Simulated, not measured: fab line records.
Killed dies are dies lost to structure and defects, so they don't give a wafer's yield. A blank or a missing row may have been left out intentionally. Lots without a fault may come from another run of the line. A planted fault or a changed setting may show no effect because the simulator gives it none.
A single fault, viewed from 2 desks    flow nandHarc    what lay behind the numbers comes last; until then each desk has only its own

AT THE TOOL OWNER'S DESK: lithoTrack-01
The tool's own readings at NHARC_P_CONTACT_PEB_10 (peb time 65 s): means of the sampled wafers that have a number, for each lot that ran on this tool. Any lot whose mean is over 4 standard deviations away from the usual mean is out of limits and marked OUT; that distance is given in the brackets.
Columns: A = heaterPowerTotalW at NHARC_P_CONTACT_PEB_10, usual 156.6 W; B = plateTempC at NHARC_P_CONTACT_PEB_10, usual 100.04 C
lot   first seen here  A                B
L522  day 7 01:06      156.8            100.03
L528  day 9 14:04      156.8            100.05
L529  day 9 22:49      150.2 (-14) OUT  96.87 (-26) OUT
L530  day 10 12:35     150.1 (-14) OUT  96.85 (-27) OUT
L538  day 13 18:11     156.4            99.96
L542  day 15 08:32     157.1            100.14
L541  day 16 10:16     156.5            99.92
This desk's verdict: out of limits on L529, L530, starting with L529 at day 9 22:49 (heaterPowerTotalW at NHARC_P_CONTACT_PEB_10). L522, L528, L538, L542, L541 stayed within limits.

THE METROLOGY DESK
What the gauges read, lot by lot, whatever tool the lot ran on: means of the sampled wafers that have a number. Any lot whose mean is over 4 standard deviations away from the usual mean is out of limits and marked OUT; that distance is given in the brackets.
Columns: A = cdNm at NHARC_P_CONTACT_CD_MEAS_12, usual 89.9 nm; B = cdNm at NHARC_P_CONTACT_CD_MEAS_19, usual 89.2 nm
lot   first seen here  A               B
L522  day 7 01:11      90.2            91.0
L523  day 7 14:04      89.0            88.8
L528  day 9 14:08      90.1            88.9
L529  day 9 22:54      77.5 (-24) OUT  77.1 (-10) OUT
L530  day 10 12:40     79.6 (-20) OUT  79.6 (-8.0) OUT
L537  day 13 13:43     90.1            90.4
L538  day 13 18:16     89.5            89.1
L540  day 14 11:10     89.4            89.2
L542  day 15 08:37     89.3            88.8
L541  day 16 10:20     89.9            89.1
This desk's verdict: out of limits on L529, L530, starting with L529 at day 9 22:54 (cdNm at NHARC_P_CONTACT_CD_MEAS_12). L522, L523, L528, L537, L538, L540, L542, L541 stayed within limits.

ALL TOGETHER
The tool owner's desk had the chance to raise an alarm at day 9 22:49 on L529, L530.
Metrology desk: alarm possible at day 9 22:54 on L529, L530.
Of the lots named, all ran NHARC_P_CONTACT_PEB_10 on lithoTrack-01.

WHAT THE SIMULATOR HAD PUT IN
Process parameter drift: lithoTrack-01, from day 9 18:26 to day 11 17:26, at NHARC_P_CONTACT_PEB_10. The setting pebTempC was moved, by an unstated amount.
Struck lots among those shown: L529, L530.
Counting hours from when the fault started, the first reading out of limits came at 4 for the tool owner's desk and at 4 for the metrology desk.
